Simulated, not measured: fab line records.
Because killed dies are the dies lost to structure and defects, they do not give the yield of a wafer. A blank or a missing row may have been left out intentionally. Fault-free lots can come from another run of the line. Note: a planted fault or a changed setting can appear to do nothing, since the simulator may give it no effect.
Matching of chambers | flow nand harc | 4 sister chambers for NHARC_A_SLIT_ETCH_29 on rie diel-08
The step etches the open film in CF4/O2, target depth 100 nm, overetch 10 nm, time 55 s. 7 wafers are shown with their chamber, then 7 later ones without.

== EACH WAFER AND ITS CHAMBER ==
wafer  | chamber | drypump motor current A (A) | rf vpp V (V)
L079.3 | 3       | 6.2                         | 197.5
L080.1 | 3       | 6.2                         | 196.7
L080.2 | 1       | 5.4                         | 198.9
L082.2 | 2       | 6.0                         | 195.3
L082.6 | 0       | 5.4                         | 197.7
L087.1 | 0       | 5.4                         | 198.1
L087.2 | 2       | 5.9                         | 195.9

== WAFERS WITH NO CHAMBER GIVEN ==
wafer  | drypump motor current A (A) | rf vpp V (V)
L087.3 | 6.2                         | 197.1
L093.2 | 6.2                         | 196.4
L093.3 | 6.2                         | 198.4
L093.5 | 6.2                         | 197.9
L096.2 | 5.4                         | 197.7
L096.3 | 5.4                         | 199.0
L096.6 | 5.4                         | 198.2

== THE CHAMBER EACH PASSED THROUGH ==
wafer  | from the rows above     | in truth
L087.3 | 3                       | 3
L093.2 | 3                       | 3
L093.3 | 3                       | 3
L093.5 | 3                       | 3
L096.2 | 0                       | 0
L096.3 | 1                       | 1
L096.6 | can't be placed: 0 or 1 | 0
6 of 7 placed correctly. These rows do not allow placing 1 (true chamber among the candidates in 1). 0 placed wrongly.
How it was worked out, from the rows above alone: a wafer's distance from a chamber is the root of the sum, over the readings, of the square of ((its reading less the chamber's mean) divided by the reading's scatter). The wafer belongs to the nearest chamber; if the next one is less than 2 further off, it can't be placed. Each chamber's mean is taken over the wafers shown for it. How the scatter is found: for the shown wafers, subtract from each reading the mean of its chamber, square and add these, divide the total by (wafers less chambers), then take the root.
